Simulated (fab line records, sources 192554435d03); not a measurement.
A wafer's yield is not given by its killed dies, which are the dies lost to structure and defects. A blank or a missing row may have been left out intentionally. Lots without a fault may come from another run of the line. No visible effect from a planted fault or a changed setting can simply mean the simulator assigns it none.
Chamber matching -- flow n5 finfet -- 4 sister chambers for N5_BEOL_M2_DESCUM_33 on rie diel-05
The step chemistry O2, time 7 s. 18 wafers are shown with their chamber, then 9 later ones without.

## WAFERS, EACH WITH ITS CHAMBER
wafer,chamber,showerhead plenum p Torr (Torr),drypump motor current A (A),throttle valve pct (%)
L077.1,3,2.23,5.0,20.21
L077.2,2,2.03,5.6,20.55
L077.5,3,2.23,5.0,20.22
L079.3,3,2.22,4.9,20.23
L079.4,0,2.04,5.5,20.13
L079.6,1,2.14,6.1,20.16
L080.3,2,2.02,5.6,20.56
L080.5,2,2.02,5.6,20.56
L080.6,1,2.14,6.1,20.14
L082.2,1,2.14,6.1,20.15
L082.4,3,2.22,5.0,20.24
L082.6,3,2.22,5.0,20.25
L087.1,1,2.14,6.1,20.17
L087.3,2,2.02,5.7,20.57
L087.6,3,2.22,5.0,20.26
L090.1,1,2.14,6.1,20.16
L090.3,2,2.02,5.7,20.56
L090.4,0,2.03,5.5,20.15

SIGNATURES (means of the wafers above)
reading,chamber 0,chamber 1,chamber 2,chamber 3,scatter within a chamber
showerhead plenum p Torr,2.0350,2.1400,2.0220,2.2233,0.00434
drypump motor current A,5.500,6.100,5.640,4.983,0.0381
throttle valve pct,20.1400,20.1560,20.5600,20.2350,0.0138
Rule: distance of a wafer from a chamber = root of the sum over the readings of ((wafer's reading minus chamber's mean) / reading's scatter) squared. If the next closest chamber is less than 2 further off than the closest, the wafer can't be placed; otherwise it belongs to the closest. The scatter: take each reading less its chamber's mean, square it, sum over the shown wafers, divide by the number of wafers less the number of chambers, and take the root.

## WAFERS WHOSE CHAMBER IS MISSING
wafer,showerhead plenum p Torr (Torr),drypump motor current A (A),throttle valve pct (%)
L091.2,2.22,5.0,20.26
L091.5,2.22,5.0,20.26
L091.6,2.01,5.6,20.61
L093.1,2.03,5.5,20.17
L093.3,2.21,5.0,20.27
L093.4,2.13,6.1,20.17
L097.1,2.01,5.7,20.62
L097.3,2.21,5.0,20.30
L097.5,2.02,5.5,20.19

## WHICH CHAMBER EACH ONE RAN IN
wafer,from the rows above,in truth
L091.2,3,3
L091.5,3,3
L091.6,2,2
L093.1,0,0
L093.3,3,3
L093.4,1,1
L097.1,2,2
L097.3,3,3
L097.5,0,0
9 of 9 placed correctly. From these rows, 0 cannot be placed. Wrongly placed: 0.
